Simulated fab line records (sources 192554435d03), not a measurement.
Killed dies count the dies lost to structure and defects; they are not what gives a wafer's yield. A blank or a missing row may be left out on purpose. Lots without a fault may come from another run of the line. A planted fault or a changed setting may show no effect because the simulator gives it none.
Split-lot study -- flow n5Finfet -- on a route of 1938 steps: 7 lots, 39 wafers read

ON THE SPLIT
At N5_DUMMY_GATE_ETCH_32 (etches SiO2 in CF4, target depth 3.5 nm, time 3.9 s), the setting timeS was moved away from the recipe's 3.9 s on 12 of the 39 wafers read, by -13.7% to +21.6%. The other wafers ran this setting at the recipe's value.

Reading taken at the split's own step.

THE READING
etch.depthNm (the simulator's own value, which no gauge read), in nm, at N5_DUMMY_GATE_ETCH_32 (etches SiO2 in CF4, target depth 3.5 nm, time 3.9 s). No usual value for it is given in the file. Across the 27 wafers here that went through the recipe, the average is 3.518 nm and the standard deviation 0.056 nm.

wafer,"tool, chamber at the split","timeS as run, s",against the recipe,"etch.depthNm, nm",against lot-mates on the recipe
L074.1,"rieSi-04, 2",3.9,recipe,3.504,-
L074.2,"rieSi-04, 3",3.9,recipe,3.633,-
L074.3,"rieSi-04, 0",3.9,recipe,3.526,-
L074.4,"rieSi-04, 1",3.9,recipe,3.477,-
L074.5,"rieSi-04, 3",3.9,recipe,3.598,-
L074.6,"rieSi-04, 0",3.9,recipe,3.489,-
L077.1,"rieSi-06, 3",3.367,-13.7%,3.018,-0.520
L077.2,"rieSi-06, 2",3.367,-13.7%,2.957,-0.581
L077.3,"rieSi-06, 0",3.367,-13.7%,3.06,-0.478
L077.4,"rieSi-06, 1",3.9,recipe,3.583,-
L077.5,"rieSi-06, 3",3.9,recipe,3.455,-
L077.6,"rieSi-06, 0",3.9,recipe,3.577,-
L081.1,"rieSi-04, 1",3.9,recipe,3.439,-
L081.2,"rieSi-04, 2",3.9,recipe,3.44,-
L081.3,"rieSi-04, 3",3.9,recipe,3.628,-
L081.4,"rieSi-04, 0",4.263,+9.3%,3.799,+0.297
L081.5,"rieSi-04, 2",4.263,+9.3%,3.801,+0.299
L081.6,"rieSi-04, 1",4.263,+9.3%,3.758,+0.256
L084.1,"rieSi-04, 1",3.9,recipe,3.453,-
L084.4,"rieSi-04, 2",3.9,recipe,3.507,-
L084.6,"rieSi-04, 3",3.9,recipe,3.633,-
L085.1,"rieSi-06, 3",3.9,recipe,3.481,-
L085.2,"rieSi-06, 0",3.9,recipe,3.517,-
L085.3,"rieSi-06, 3",3.9,recipe,3.49,-
L085.4,"rieSi-06, 0",3.9,recipe,3.523,-
L085.5,"rieSi-06, 3",3.9,recipe,3.462,-
L085.6,"rieSi-06, 0",3.9,recipe,3.533,-
L091.1,"rieSi-04, 0",3.9,recipe,3.521,-
L091.2,"rieSi-04, 1",4.743,+21.6%,4.208,+0.696
L091.3,"rieSi-04, 2",3.9,recipe,3.487,-
L091.4,"rieSi-04, 2,1",4.743,+21.6%,4.242,+0.730
L091.6,"rieSi-04, 2,1",4.743,+21.6%,4.242,+0.730
L091.5,"rieSi-04, 0",3.9,recipe,3.529,-
L095.1,"rieSi-04, 3,0",3.9,recipe,3.493,-
L095.5,"rieSi-04, 3,0",3.9,recipe,3.493,-
L095.2,"rieSi-04, 1",3.478,-10.8%,3.058,-0.445
L095.3,"rieSi-04, 2",3.478,-10.8%,3.051,-0.452
L095.4,"rieSi-04, 0",3.478,-10.8%,3.079,-0.424
L095.6,"rieSi-04, 3",3.9,recipe,3.523,-
The file does not say which wafer passed through which chamber wherever a row lists several chambers: such a row stands for several wafers.

THE FIT
A straight line over all 39 wafers: etch.depthNm changes by +0.0348 nm for each +1% of timeS; r = +0.98; the points scatter about the line by 0.056 nm.
The same after taking each lot's own level away (the mean of its wafers on the recipe; 39 wafers): +0.0352 nm for each +1%; r = +0.98; scatter 0.053 nm.
According to that fit, moving timeS by its largest amount changes the reading by 0.76 nm.
Across the lots, their own levels run from 3.5010 to 3.5383 nm, a range of 0.7 times the standard deviation given above.
The two slopes are in agreement: the lot-to-lot level therefore moves the slope only a little.
Check: +0.76 nm against its lot-mates is what the line predicts for one of the wafers moved furthest among these (+21.6%) when that wafer is left out of the fit. It came out at +0.696 nm against them.

OTHER SPLITS ON THESE WAFERS
Before the reading, these wafers also passed through other splits. Each is held against what the fit with the lots' levels taken away leaves over:
other split on the same wafers,wafers away from the commonest value,r with etch.depthNm (lot level and that fit taken away)
N5_DUMMY_GATE_ETCH_37 sourceW,12,+0.05

THE FILE'S OWN FIT
etch.depthNm changes by +0.0351 nm for each +1% of timeS, r = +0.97.
